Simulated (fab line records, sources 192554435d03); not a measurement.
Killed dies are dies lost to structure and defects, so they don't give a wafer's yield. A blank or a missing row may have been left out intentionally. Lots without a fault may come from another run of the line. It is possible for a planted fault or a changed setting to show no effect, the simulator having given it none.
Problem report in the 8D (eight disciplines) form, filled by code + flow n5Finfet + the parts of the form that need people (team, actions taken, sign-off) are left out

## 1. WHAT WENT WRONG
cdNm at N5_BEOL_M2_CD_MEAS_18 reads a mean of 19.06 nm on 1 wafer of 1 lot; wafers without a fault read 18.00 nm with a standard deviation of 0.26. Measured from the usual mean, that is +4.1 standard deviations.
The step: pitch 36 nm, target cd 18 nm.
The first sign was on wafer L480.2 at day 10 02:46, on cdSem-02. At this step, 26 wafers from 9 lots have a number in the record. Rule for "out" (also "out of limits"): further than 4 standard deviations from the usual mean. The other wafers with a number count as sound.

## 2. WHAT IT IS, AND WHAT IT ISN'T
| question                    | is                | is not                                                                                 |
|-----------------------------|-------------------|----------------------------------------------------------------------------------------|
| which readings at this step | cdNm              | -                                                                                      |
| which lots                  | L480              | L469, L470, L472, L473, L485, L486, L487, L490                                         |
| which wafers of those lots  | L480.2            | L480.6                                                                                 |
| read on which gauges        | cdSem-02          | cdSem-01, cdSem-03                                                                     |
| when                        | from day 10 02:46 | up to then (13 sound wafers); but 12 sound wafers of L485, L486, L487, L490 came after |

## 3. WHAT RULES OUT EACH SUSPECT
Counting: any tool at a process step up to the reading remains a suspect provided it ran every lot that is out. Sound lots after the first of them don't rule it out here, since some wafers of a struck lot are sound.
- the gauge at N5_BEOL_M2_CD_MEAS_18: kept. All the wafers that are out were read on cdSem-02, and no step on other tools shows them out.
- rieDiel-06 at N5_BEOL_M2_ETCH_64 (etches SOC in N2/H2, target depth 75 nm, overetch 22.5 nm, time 121.9 s): kept. L480, the lot that is out, went through it at day 10 02:23; up to then, the latest sound lot through it was L473 at day 8 00:13.
- rieDiel-02 at N5_BEOL_M2_STRIP_19 (strips in O2): kept. L480, the lot that is out, went through it at day 10 02:41; up to then, the latest sound lot through it was L473 at day 8 00:32.
- At N5_BEOL_M2_ETCH_64 on rieDiel-06, chamber 1 took the sound wafers of the same lots and chamber 2 took the wafers that are out.
After the count, these remain: rieDiel-06 at N5_BEOL_M2_ETCH_64, rieDiel-02 at N5_BEOL_M2_STRIP_19 and cdSem-02 at N5_BEOL_M2_CD_MEAS_18.

## 4. THE CAUSE (what the simulator had put in)
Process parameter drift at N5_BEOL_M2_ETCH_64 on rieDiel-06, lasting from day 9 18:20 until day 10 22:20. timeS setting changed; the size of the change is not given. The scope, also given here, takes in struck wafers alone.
Of the 3 suspects that counting leaves, this tool is one.

## 5. THE CHAIN OF EFFECTS, in route order
One row per reading whose mean, taken over the struck wafers that have a number, lies over 3 standard deviations from the usual. Scope: only readings with a usual standard deviation given in the record; hours: median across lots of the time from each lot's start at the first step in this table that gives one to its start at this step; sigmas: change in usual standard deviations.
| hours | step                  | reading | usual    | on struck wafers | change | sigmas |
|-------|-----------------------|---------|----------|------------------|--------|--------|
| 0     | N5_BEOL_M2_CD_MEAS_18 | cdNm    | 18.00 nm | 19.06            | +1.06  | +4.1   |
At these later measuring or inspecting steps, every struck wafer for which the step has a row has a number for every such reading, and none has moved that far: N5_BEOL_M4_RC_MEAS_101.

## 6. HOW IT WOULD HAVE BEEN CAUGHT EARLIER
8 hours passed between the start of the fault at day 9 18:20 and the first reading out of limits at a measuring or inspecting step in this record, taken at day 10 02:46.
No tool reading at N5_BEOL_M2_ETCH_64 that has a usual standard deviation in the record was out on any struck wafer, so an alarm limit of 4 standard deviations on those readings would not have fired.
By day 10 02:46, every lot that is out (1) had started N5_BEOL_M2_ETCH_64 on rieDiel-06. A hold on the tool at that time would have spared none of them.
